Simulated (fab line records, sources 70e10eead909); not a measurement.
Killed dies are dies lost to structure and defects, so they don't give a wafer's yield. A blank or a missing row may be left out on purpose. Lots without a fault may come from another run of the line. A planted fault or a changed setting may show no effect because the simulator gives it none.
A struck lot beside a sound one | flow nand_harc | 14 steps out of a route of 1302
Sound: wafers L685.2, L685.4, L685.5. Struck: wafers L681.2, L681.5, L681.6. The cause comes at the end.
At each step with rows: each side's tool, then ch and its chambers, then its first start. Under that, the readings that differ: sound wafers | struck wafers | difference of the means | sigmas: that difference in standard deviations of wafers without a fault.
alike: readings whose means differ by less than 2 such deviations, and words and numbers that are the same on both sides. not compared: withheld readings, readings that some wafer has no value for, bounds like >300 that may hide the same value, and numbers for which the record gives no deviation and whose values overlap.
The two part at a step that has a row with sigmas, a row that says differs or no value, or rows on one side only. Numbers that don't overlap but have no deviation are shown without sigmas and don't part them. A reading that every wafer of one side lacks parts them only if that side has two wafers or more.

first, 3 steps without rows for these wafers: NHARC_A_STAIRCASE_HARDBAKE_185 (time 140 s); NHARC_A_STAIRCASE_DESCUM_186 (chemistry O2, time 3 s); NHARC_A_STAIRCASE_TRIM_187 (chemistry O2, time 211.2 s).
NHARC_A_STAIRCASE_ETCH_188: etches the open film in C4F8/O2, target depth 100 nm, time 40.5 s.
  sound on rie_diel-04 ch 0,1,3; struck on rie_diel-09 ch 1,2,3
  alike: bias_w, chamber_pressure_mTorr, oes_product_au, rf_fwd_power_W, rf_vpp_V
  not compared: rf_hours_counter_h
NHARC_A_STAIRCASE_TRIM_189: chemistry O2, time 211.2 s.
  sound on rie_diel-04 ch 0,2,3; struck on rie_diel-09 ch 1,2,3
  alike: drypump_motor_current_A, oes_product_au, rf_vpp_V, showerhead_plenum_p_Torr, throttle_valve_pct
  not compared: rf_hours_counter_h
then, 3 steps without rows for these wafers: NHARC_A_STAIRCASE_ETCH_190 (etches the open film in C4F8/O2, target depth 100 nm, time 40.5 s); NHARC_A_STAIRCASE_TRIM_191 (chemistry O2, time 211.2 s); NHARC_A_STAIRCASE_ETCH_192 (etches the open film in C4F8/O2, target depth 100 nm, time 40.5 s).
NHARC_A_STAIRCASE_TRIM_193: chemistry O2, time 211.2 s.
  sound on rie_diel-04 ch 0,1,3; struck on rie_diel-09 ch 1,2,3
  alike: drypump_motor_current_A, oes_product_au, rf_vpp_V, showerhead_plenum_p_Torr, throttle_valve_pct
  not compared: rf_hours_counter_h
NHARC_A_STAIRCASE_ETCH_194: etches the open film in C4F8/O2, target depth 100 nm, time 40.5 s.
  sound on rie_diel-04 ch 1,2,3; struck on rie_diel-09 ch 2,3
  alike: bias_w, chamber_pressure_mTorr, oes_product_au, rf_fwd_power_W, rf_vpp_V
  not compared: rf_hours_counter_h
NHARC_A_STAIRCASE_TRIM_196: chemistry O2, time 211.2 s.
  sound on rie_diel-04 ch 2,3, day 21 01:09; struck on rie_diel-13 ch 0,1,3, day 19 05:25
  alike: drypump_motor_current_A, oes_product_au, rf_vpp_V, showerhead_plenum_p_Torr, throttle_valve_pct
  not compared: rf_hours_counter_h
NHARC_A_STAIRCASE_ETCH_197: etches the open film in C4F8/O2, target depth 100 nm, time 40.5 s.
  sound on rie_diel-04 ch 1,2,3, day 21 01:21; struck on rie_diel-13 ch 0,2,3, day 19 05:34
  no value came back on the struck wafers for any of 5 readings (bias_w (W), chamber_pressure_mTorr (mTorr) and others); on the sound wafers bias_w (W) reads 1000.6 1001.6 998.2
  not compared: rf_hours_counter_h
then, 1 step without rows for these wafers: NHARC_A_STAIRCASE_TRIM_198 (chemistry O2, time 211.2 s).
-- the record jumps here: 9 days lie between the struck wafers' starts before and after (it left off in module A_STAIRCASE and takes up again in module END, whose first step shown is number 1302 of the route) --
NHARC_END_SORT_01:
  the record has rows for the struck wafers here (prober-02 ch 0, day 27 22:25) and none for the sound ones

WHERE THEY PART
First at NHARC_A_STAIRCASE_ETCH_197; last, within this record, at NHARC_END_SORT_01.

WHY: what the simulator had put in
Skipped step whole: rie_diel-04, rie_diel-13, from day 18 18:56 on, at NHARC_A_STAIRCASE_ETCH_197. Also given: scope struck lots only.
